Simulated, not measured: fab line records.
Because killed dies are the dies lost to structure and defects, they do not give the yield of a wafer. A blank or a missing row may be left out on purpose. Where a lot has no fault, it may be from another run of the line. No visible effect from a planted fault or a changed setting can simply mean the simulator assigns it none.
Matching of chambers :: flow nand-harc :: rie-diel-04 running NHARC_P_CONTACT_DESCUM_17: 4 sister chambers
The step chemistry O2, time 3 s. 22 wafers are shown with their chamber, then 11 later ones without.

== WAFERS, EACH WITH ITS CHAMBER ==
wafer: L076.1
chamber: 0
showerhead-plenum-p-Torr (Torr): 1.87
drypump-motor-current-A (A): 5.6
oes-product-au (a.u.): 1.011

wafer: L076.2
chamber: 3
showerhead-plenum-p-Torr (Torr): 1.85
drypump-motor-current-A (A): 6.0
oes-product-au (a.u.): 0.997

wafer: L076.3
chamber: 2
showerhead-plenum-p-Torr (Torr): 1.84
drypump-motor-current-A (A): 6.0
oes-product-au (a.u.): 1.008

wafer: L076.4
chamber: 1
showerhead-plenum-p-Torr (Torr): 1.79
drypump-motor-current-A (A): 6.3
oes-product-au (a.u.): 0.989

wafer: L076.5
chamber: 2
showerhead-plenum-p-Torr (Torr): 1.84
drypump-motor-current-A (A): 6.0
oes-product-au (a.u.): 0.998

wafer: L076.6
chamber: 1
showerhead-plenum-p-Torr (Torr): 1.79
drypump-motor-current-A (A): 6.3
oes-product-au (a.u.): 0.991

wafer: L077.2
chamber: 0
showerhead-plenum-p-Torr (Torr): 1.87
drypump-motor-current-A (A): 5.6
oes-product-au (a.u.): 1.009

wafer: L077.5
chamber: 3
showerhead-plenum-p-Torr (Torr): 1.85
drypump-motor-current-A (A): 6.0
oes-product-au (a.u.): 1.004

wafer: L077.6
chamber: 2
showerhead-plenum-p-Torr (Torr): 1.84
drypump-motor-current-A (A): 6.0
oes-product-au (a.u.): 1.003

wafer: L081.2
chamber: 3
showerhead-plenum-p-Torr (Torr): 1.85
drypump-motor-current-A (A): 6.1
oes-product-au (a.u.): 1.004

wafer: L081.3
chamber: 2
showerhead-plenum-p-Torr (Torr): 1.83
drypump-motor-current-A (A): 6.0
oes-product-au (a.u.): 1.005

wafer: L081.6
chamber: 0
showerhead-plenum-p-Torr (Torr): 1.87
drypump-motor-current-A (A): 5.6
oes-product-au (a.u.): 1.013

wafer: L082.2
chamber: 3
showerhead-plenum-p-Torr (Torr): 1.85
drypump-motor-current-A (A): 6.0
oes-product-au (a.u.): 0.989

wafer: L082.3
chamber: 0
showerhead-plenum-p-Torr (Torr): 1.86
drypump-motor-current-A (A): 5.5
oes-product-au (a.u.): 1.013

wafer: L082.4
chamber: 1
showerhead-plenum-p-Torr (Torr): 1.79
drypump-motor-current-A (A): 6.2
oes-product-au (a.u.): 1.000

wafer: L084.3
chamber: 0
showerhead-plenum-p-Torr (Torr): 1.87
drypump-motor-current-A (A): 5.5
oes-product-au (a.u.): 1.023

wafer: L084.4
chamber: 1
showerhead-plenum-p-Torr (Torr): 1.79
drypump-motor-current-A (A): 6.3
oes-product-au (a.u.): 1.007

wafer: L084.5
chamber: 0
showerhead-plenum-p-Torr (Torr): 1.87
drypump-motor-current-A (A): 5.6
oes-product-au (a.u.): 1.010

wafer: L086.1
chamber: 3
showerhead-plenum-p-Torr (Torr): 1.85
drypump-motor-current-A (A): 6.1
oes-product-au (a.u.): 0.994

wafer: L086.4
chamber: 1
showerhead-plenum-p-Torr (Torr): 1.79
drypump-motor-current-A (A): 6.2
oes-product-au (a.u.): 1.005

wafer: L086.5
chamber: 1
showerhead-plenum-p-Torr (Torr): 1.79
drypump-motor-current-A (A): 6.2
oes-product-au (a.u.): 1.008

wafer: L087.1
chamber: 2
showerhead-plenum-p-Torr (Torr): 1.83
drypump-motor-current-A (A): 6.0
oes-product-au (a.u.): 1.005

SIGNATURES (means of the wafers above)
reading: showerhead-plenum-p-Torr
chamber 0: 1.8683
chamber 1: 1.7900
chamber 2: 1.8360
chamber 3: 1.8500
scatter within a chamber: 0.00336

reading: drypump-motor-current-A
chamber 0: 5.567
chamber 1: 6.250
chamber 2: 6.000
chamber 3: 6.040
scatter within a chamber: 0.0473

reading: oes-product-au
chamber 0: 1.01317
chamber 1: 1.00000
chamber 2: 1.00380
chamber 3: 0.99760
scatter within a chamber: 0.0062
Rule: distance of a wafer from a chamber = root of the sum over the readings of ((wafer's reading minus chamber's mean) / reading's scatter) squared. If the next closest chamber is less than 2 further off than the closest, the wafer can't be placed; otherwise it belongs to the closest. The scatter is the square root of a quotient: the sum, over the shown wafers, of each reading's squared deviation from its chamber's mean, divided by wafers minus chambers.

== WAFERS WHOSE CHAMBER IS MISSING ==
wafer: L087.4
showerhead-plenum-p-Torr (Torr): 1.86
drypump-motor-current-A (A): 5.6
oes-product-au (a.u.): 1.001

wafer: L087.6
showerhead-plenum-p-Torr (Torr): 1.79
drypump-motor-current-A (A): 6.3
oes-product-au (a.u.): 0.993

wafer: L090.1
showerhead-plenum-p-Torr (Torr): 1.79
drypump-motor-current-A (A): 6.3
oes-product-au (a.u.): 1.003

wafer: L090.4
showerhead-plenum-p-Torr (Torr): 1.86
drypump-motor-current-A (A): 5.6
oes-product-au (a.u.): 1.010

wafer: L090.5
showerhead-plenum-p-Torr (Torr): 1.79
drypump-motor-current-A (A): 6.3
oes-product-au (a.u.): 1.005

wafer: L091.1
showerhead-plenum-p-Torr (Torr): 1.83
drypump-motor-current-A (A): 6.0
oes-product-au (a.u.): 0.997

wafer: L091.4
showerhead-plenum-p-Torr (Torr): 1.85
drypump-motor-current-A (A): 6.0
oes-product-au (a.u.): 0.999

wafer: L091.6
showerhead-plenum-p-Torr (Torr): 1.86
drypump-motor-current-A (A): 5.6
oes-product-au (a.u.): 0.991

wafer: L093.1
showerhead-plenum-p-Torr (Torr): 1.86
drypump-motor-current-A (A): 5.6
oes-product-au (a.u.): 1.012

wafer: L093.5
showerhead-plenum-p-Torr (Torr): 1.79
drypump-motor-current-A (A): 6.3
oes-product-au (a.u.): 1.004

wafer: L093.6
showerhead-plenum-p-Torr (Torr): 1.83
drypump-motor-current-A (A): 6.0
oes-product-au (a.u.): 1.010

== CHAMBER TAKEN BY EACH ==
wafer: L087.4
from the rows above: 0
in truth: 0

wafer: L087.6
from the rows above: 1
in truth: 1

wafer: L090.1
from the rows above: 1
in truth: 1

wafer: L090.4
from the rows above: 0
in truth: 0

wafer: L090.5
from the rows above: 1
in truth: 1

wafer: L091.1
from the rows above: 2
in truth: 2

wafer: L091.4
from the rows above: 3
in truth: 3

wafer: L091.6
from the rows above: 0
in truth: 0

wafer: L093.1
from the rows above: 0
in truth: 0

wafer: L093.5
from the rows above: 1
in truth: 1

wafer: L093.6
from the rows above: 2
in truth: 2
Correctly placed: 11 of 11. Number that these rows cannot place: 0. Wrongly placed: 0.
